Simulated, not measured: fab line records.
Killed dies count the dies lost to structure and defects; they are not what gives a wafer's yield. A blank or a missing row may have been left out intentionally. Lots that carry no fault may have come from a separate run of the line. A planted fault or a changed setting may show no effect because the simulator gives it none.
Split-lot trial :: flow n5Finfet :: route with 1938 steps; 7 lots, 21 wafers read

THE SPLIT
At N5_BEOL_M5_EXPOSE_08 (exposes mask M5, target cd 28 nm), the setting doseMj was moved away from the recipe's 35.75 on 6 of the 21 wafers read, by -7.4% to +2.8%. For the rest of the wafers, this setting stayed at what the recipe calls for.

FROM THE SPLIT TO THE READING: what the file shows between them, 10 steps
- N5_BEOL_M5_PEB_09: peb time 60 s
- N5_BEOL_M5_DEVELOP_10: develop time 30 s
- N5_BEOL_M5_CD_MEAS_11: target cd 27.74 nm
- N5_BEOL_M5_DESCUM_16: chemistry O2, time 7 s
- N5_BEOL_M5_ETCH_72: etches underlayer in N2/H2, target depth 6.5 nm, time 5.2 s
- N5_BEOL_M5_ETCH_61: etches SiARC in CF4, target depth 15.6 nm, time 26 s
- N5_BEOL_M5_ETCH_62: etches SOC in N2/H2, target depth 75 nm, overetch 15 nm, time 112.5 s
- N5_BEOL_M5_STRIP_63: strips in N2/H2
- N5_BEOL_M5_HM_OPEN_17: chemistry Cl2/BCl3, target TiN, target depth 20 nm, overetch 6 nm
- N5_BEOL_M5_STRIP_19: strips in O2

THE READING
cdNm, in nm, at N5_BEOL_M5_CD_MEAS_18 (pitch 56 nm, target cd 28 nm). Typical for fault-free wafers on this fab line: 27.99 nm, with standard deviation 0.28 nm.

wafer: L080.1
tool, chamber at the split: euvScanner-01, 0
doseMj as run: 34.43
against the recipe: -3.7%
cdNm, nm: 26.98
against lot-mates on the recipe: -0.92

wafer: L080.2
tool, chamber at the split: euvScanner-01, 0
doseMj as run: 34.43
against the recipe: -3.7%
cdNm, nm: 27.05
against lot-mates on the recipe: -0.85

wafer: L080.4
tool, chamber at the split: euvScanner-01, 0
doseMj as run: 35.75
against the recipe: recipe
cdNm, nm: 27.90
against lot-mates on the recipe: -

wafer: L087.1
tool, chamber at the split: euvScanner-02, 0
doseMj as run: 35.75
against the recipe: recipe
cdNm, nm: 28.34
against lot-mates on the recipe: -

wafer: L087.5
tool, chamber at the split: euvScanner-02, 0
doseMj as run: 36.75
against the recipe: +2.8%
cdNm, nm: 28.25
against lot-mates on the recipe: -0.09

wafer: L087.6
tool, chamber at the split: euvScanner-02, 0
doseMj as run: 36.75
against the recipe: +2.8%
cdNm, nm: 28.77
against lot-mates on the recipe: +0.43

wafer: L089.1
tool, chamber at the split: euvScanner-02, 0
doseMj as run: 34.18
against the recipe: -4.4%
cdNm, nm: 27.09
against lot-mates on the recipe: -1.47

wafer: L089.3
tool, chamber at the split: euvScanner-02, 0
doseMj as run: 35.75
against the recipe: recipe
cdNm, nm: 28.81
against lot-mates on the recipe: -

wafer: L089.4
tool, chamber at the split: euvScanner-02, 0
doseMj as run: 35.75
against the recipe: recipe
cdNm, nm: 28.32
against lot-mates on the recipe: -

wafer: L093.1
tool, chamber at the split: euvScanner-02, 0
doseMj as run: 35.75
against the recipe: recipe
cdNm, nm: 28.48
against lot-mates on the recipe: -

wafer: L093.2
tool, chamber at the split: euvScanner-02, 0
doseMj as run: 35.75
against the recipe: recipe
cdNm, nm: 27.98
against lot-mates on the recipe: -

wafer: L093.5
tool, chamber at the split: euvScanner-02, 0
doseMj as run: 35.75
against the recipe: recipe
cdNm, nm: 28.29
against lot-mates on the recipe: -

wafer: L091.1
tool, chamber at the split: euvScanner-01, 0
doseMj as run: 35.75
against the recipe: recipe
cdNm, nm: 28.19
against lot-mates on the recipe: -

wafer: L091.3
tool, chamber at the split: euvScanner-01, 0
doseMj as run: 35.75
against the recipe: recipe
cdNm, nm: 27.96
against lot-mates on the recipe: -

wafer: L091.5
tool, chamber at the split: euvScanner-01, 0
doseMj as run: 33.09
against the recipe: -7.4%
cdNm, nm: 25.91
against lot-mates on the recipe: -2.17

wafer: L092.3
tool, chamber at the split: euvScanner-02, 0
doseMj as run: 35.75
against the recipe: recipe
cdNm, nm: 28.57
against lot-mates on the recipe: -

wafer: L092.4
tool, chamber at the split: euvScanner-02, 0
doseMj as run: 35.75
against the recipe: recipe
cdNm, nm: 28.37
against lot-mates on the recipe: -

wafer: L092.5
tool, chamber at the split: euvScanner-02, 0
doseMj as run: 35.75
against the recipe: recipe
cdNm, nm: 28.43
against lot-mates on the recipe: -

wafer: L095.2
tool, chamber at the split: euvScanner-02, 0
doseMj as run: 35.75
against the recipe: recipe
cdNm, nm: 28.50
against lot-mates on the recipe: -

wafer: L095.3
tool, chamber at the split: euvScanner-02, 0
doseMj as run: 35.75
against the recipe: recipe
cdNm, nm: 27.63
against lot-mates on the recipe: -

wafer: L095.6
tool, chamber at the split: euvScanner-02, 0
doseMj as run: 35.75
against the recipe: recipe
cdNm, nm: 28.44
against lot-mates on the recipe: -

FIT RESULTS
A straight line over all 21 wafers: cdNm changes by +0.274 nm for each +1% of doseMj; r = +0.89; the points scatter about the line by 0.33 nm.
The same after taking each lot's own level away (the mean of its wafers on the recipe; 21 wafers): +0.246 nm for each +1%; r = +0.90; scatter 0.29 nm.
The reading moves by 1.8 nm for the largest change in doseMj, on that fit.
The lots' own levels span 27.900 to 28.565 nm, that is 2.4 times the standard deviation above.
So the lot-to-lot level changes the slope: the two fits differ.
Check: for one of the wafers moved furthest among these (-7.4%), held out of the fit, the line's prediction against its lot-mates is -1.69 nm. It came out at -2.17 nm against them.

THE WHOLE CHAIN: every reading that the file lists as answering this split, in the file's order
step: N5_BEOL_M5_CD_MEAS_11
what it does: target cd 27.74 nm
reading: cdNm
change (the file's fit): +0.251 nm for each +1% of the setting
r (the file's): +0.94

step: N5_BEOL_M5_DESCUM_16
what it does: chemistry O2, time 7 s
reading: BEOL_M5.cdNm (the simulator's own value, which no gauge read)
change (the file's fit): +0.251 nm for each +1% of the setting
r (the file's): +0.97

step: N5_BEOL_M5_ETCH_61
what it does: etches SiARC in CF4, target depth 15.6 nm, time 26 s
reading: BEOL_M5.cdNm (the simulator's own value, which no gauge read)
change (the file's fit): +0.256 nm for each +1% of the setting
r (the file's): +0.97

step: N5_BEOL_M5_CD_MEAS_18
what it does: pitch 56 nm, target cd 28 nm
reading: cdNm
change (the file's fit): +0.274 nm for each +1% of the setting
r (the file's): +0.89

step: N5_BEOL_M5_TRENCH_ETCH_37
what it does: etches SiCOH lowk in C4F6/O2, target depth 71.652 nm, time 24.7 s
reading: BEOL_M5.cdNm (the simulator's own value, which no gauge read)
change (the file's fit): +0.272 nm for each +1% of the setting
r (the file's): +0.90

THE FILE'S OWN FIT
cdNm changes by +0.274 nm for each +1% of doseMj, r = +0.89.
